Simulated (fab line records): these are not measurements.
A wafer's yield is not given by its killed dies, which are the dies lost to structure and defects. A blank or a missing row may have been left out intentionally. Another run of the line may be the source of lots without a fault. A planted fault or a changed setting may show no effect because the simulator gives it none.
Lot-split experiment || flow n5 finfet || 21 wafers read from 7 lots, route of 1938 steps

SPLIT DETAILS
At N5_BEOL_M13_ILD_DEP_00 (deposits SiOC from DEMS/O2, target thk 837.92 nm, time 166.4 s), the setting time s was moved away from the recipe's 166.4 s on 7 of the 21 wafers read, by -11.3% to +14.2%. All remaining wafers had this setting at the recipe value.

Between the split and the reading, the file records no step.

THE READING
At N5_BEOL_M13_THK_MEAS_01: M13_ILD_THK, given in nm. Fault-free wafers of this fab line usually give 842 nm, standard deviation 13 nm.

{"wafer": "L076.2", "tool, chamber at the split": "pecvd-03, 2", "time s as run, s": 166.4, "against the recipe": "recipe", "M13_ILD_THK, nm": 825, "against lot-mates on the recipe": "-"}
{"wafer": "L076.4", "tool, chamber at the split": "pecvd-03, 2", "time s as run, s": 147.6, "against the recipe": "-11.3%", "M13_ILD_THK, nm": 742, "against lot-mates on the recipe": -96}
{"wafer": "L076.5", "tool, chamber at the split": "pecvd-03, 1", "time s as run, s": 166.4, "against the recipe": "recipe", "M13_ILD_THK, nm": 852, "against lot-mates on the recipe": "-"}
{"wafer": "L083.3", "tool, chamber at the split": "pecvd-03, 0", "time s as run, s": 185.9, "against the recipe": "+11.7%", "M13_ILD_THK, nm": 945, "against lot-mates on the recipe": "+88"}
{"wafer": "L083.4", "tool, chamber at the split": "pecvd-03, 2", "time s as run, s": 185.9, "against the recipe": "+11.7%", "M13_ILD_THK, nm": 937, "against lot-mates on the recipe": "+80"}
{"wafer": "L083.5", "tool, chamber at the split": "pecvd-03, 0", "time s as run, s": 166.4, "against the recipe": "recipe", "M13_ILD_THK, nm": 857, "against lot-mates on the recipe": "-"}
{"wafer": "L086.1", "tool, chamber at the split": "pecvd-01, 2", "time s as run, s": 150.4, "against the recipe": "-9.6%", "M13_ILD_THK, nm": 778, "against lot-mates on the recipe": -87}
{"wafer": "L086.3", "tool, chamber at the split": "pecvd-01, 1", "time s as run, s": 150.4, "against the recipe": "-9.6%", "M13_ILD_THK, nm": 778, "against lot-mates on the recipe": -87}
{"wafer": "L086.5", "tool, chamber at the split": "pecvd-01, 1", "time s as run, s": 166.4, "against the recipe": "recipe", "M13_ILD_THK, nm": 865, "against lot-mates on the recipe": "-"}
{"wafer": "L089.1", "tool, chamber at the split": "pecvd-01, 1", "time s as run, s": 166.4, "against the recipe": "recipe", "M13_ILD_THK, nm": 843, "against lot-mates on the recipe": "-"}
{"wafer": "L089.3", "tool, chamber at the split": "pecvd-01, 2", "time s as run, s": 166.4, "against the recipe": "recipe", "M13_ILD_THK, nm": 847, "against lot-mates on the recipe": "-"}
{"wafer": "L089.4", "tool, chamber at the split": "pecvd-01, 1", "time s as run, s": 158.7, "against the recipe": "-4.6%", "M13_ILD_THK, nm": 823, "against lot-mates on the recipe": -22}
{"wafer": "L088.2", "tool, chamber at the split": "pecvd-01, 0", "time s as run, s": 166.4, "against the recipe": "recipe", "M13_ILD_THK, nm": 841, "against lot-mates on the recipe": "-"}
{"wafer": "L088.3", "tool, chamber at the split": "pecvd-01, 2", "time s as run, s": 166.4, "against the recipe": "recipe", "M13_ILD_THK, nm": 841, "against lot-mates on the recipe": "-"}
{"wafer": "L088.6", "tool, chamber at the split": "pecvd-01, 2", "time s as run, s": 190.1, "against the recipe": "+14.2%", "M13_ILD_THK, nm": 972, "against lot-mates on the recipe": "+131"}
{"wafer": "L085.3", "tool, chamber at the split": "pecvd-03, 0", "time s as run, s": 166.4, "against the recipe": "recipe", "M13_ILD_THK, nm": 830, "against lot-mates on the recipe": "-"}
{"wafer": "L085.4", "tool, chamber at the split": "pecvd-03, 0", "time s as run, s": 166.4, "against the recipe": "recipe", "M13_ILD_THK, nm": 843, "against lot-mates on the recipe": "-"}
{"wafer": "L085.5", "tool, chamber at the split": "pecvd-03, 2", "time s as run, s": 166.4, "against the recipe": "recipe", "M13_ILD_THK, nm": 838, "against lot-mates on the recipe": "-"}
{"wafer": "L095.2", "tool, chamber at the split": "pecvd-04, 0,1", "time s as run, s": 166.4, "against the recipe": "recipe", "M13_ILD_THK, nm": 823, "against lot-mates on the recipe": "-"}
{"wafer": "L095.3", "tool, chamber at the split": "pecvd-04, 0,1", "time s as run, s": 166.4, "against the recipe": "recipe", "M13_ILD_THK, nm": 823, "against lot-mates on the recipe": "-"}
{"wafer": "L095.5", "tool, chamber at the split": "pecvd-04, 2", "time s as run, s": 166.4, "against the recipe": "recipe", "M13_ILD_THK, nm": 853, "against lot-mates on the recipe": "-"}
When a row names more than one chamber, that row covers several wafers, and the file does not tell which wafer ran in which chamber.

FIT RESULTS
A straight line over all 21 wafers: M13_ILD_THK changes by +8.15 nm for each +1% of time s; r = +0.97; the points scatter about the line by 13 nm.
The same after taking each lot's own level away (the mean of its wafers on the recipe; 21 wafers): +8.26 nm for each +1%; r = +0.98; scatter 10 nm.
On that fit, the largest move of time s shifts the reading by 1.2e+02 nm.
Across the lots, their own levels run from 833.0 to 865.0 nm, a range of 2.5 times the standard deviation given above.
The two slopes agree, so the slope changes little with the lot-to-lot level.
Check: for one of the wafers moved furthest among these (+14.2%), held out of the fit, the line's prediction against its lot-mates is +111 nm. Against them it came out at +131 nm.

THE OTHER SPLITS THESE WAFERS WENT THROUGH
Before the reading, these wafers also passed through other splits. Each is held against what the fit with the lots' levels taken away leaves over:
{"other split on the same wafers": "N5_BEOL_M9_COAT_05 spin rpm", "wafers away from the commonest value": 8, "r with M13_ILD_THK (lot level and that fit taken away)": -0.21}
{"other split on the same wafers": "N5_BEOL_M9_TRENCH_ETCH_37 time s", "wafers away from the commonest value": 9, "r with M13_ILD_THK (lot level and that fit taken away)": -0.18}
{"other split on the same wafers": "N5_BEOL_M10_ETCH_41 source w", "wafers away from the commonest value": 8, "r with M13_ILD_THK (lot level and that fit taken away)": "+0.11"}
{"other split on the same wafers": "N5_BEOL_M11_COAT_22 spin rpm", "wafers away from the commonest value": 7, "r with M13_ILD_THK (lot level and that fit taken away)": "+0.28"}
{"other split on the same wafers": "N5_BEOL_M11_ETCH_66 time s", "wafers away from the commonest value": 6, "r with M13_ILD_THK (lot level and that fit taken away)": -0.18}

THE WHOLE CHAIN: every reading that the file lists as answering this split, in the file's order
{"step": "N5_BEOL_M13_ILD_DEP_00", "what it does": "deposits SiOC from DEMS/O2, target thk 837.92 nm, time 166.4 s", "reading": "SiOC_of_BEOL_M13_ILD_DEP_00.thk nm (the simulator's own value, which no gauge read)", "change (the file's fit)": "+8.39 nm for each +1% of the setting", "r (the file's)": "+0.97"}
{"step": "N5_BEOL_M13_THK_MEAS_01", "what it does": "", "reading": "M13_ILD_THK", "change (the file's fit)": "+8.36 for each +1% of the setting", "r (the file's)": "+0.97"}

FILE'S OWN FIT
M13_ILD_THK changes by +8.36 nm for each +1% of time s, r = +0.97.
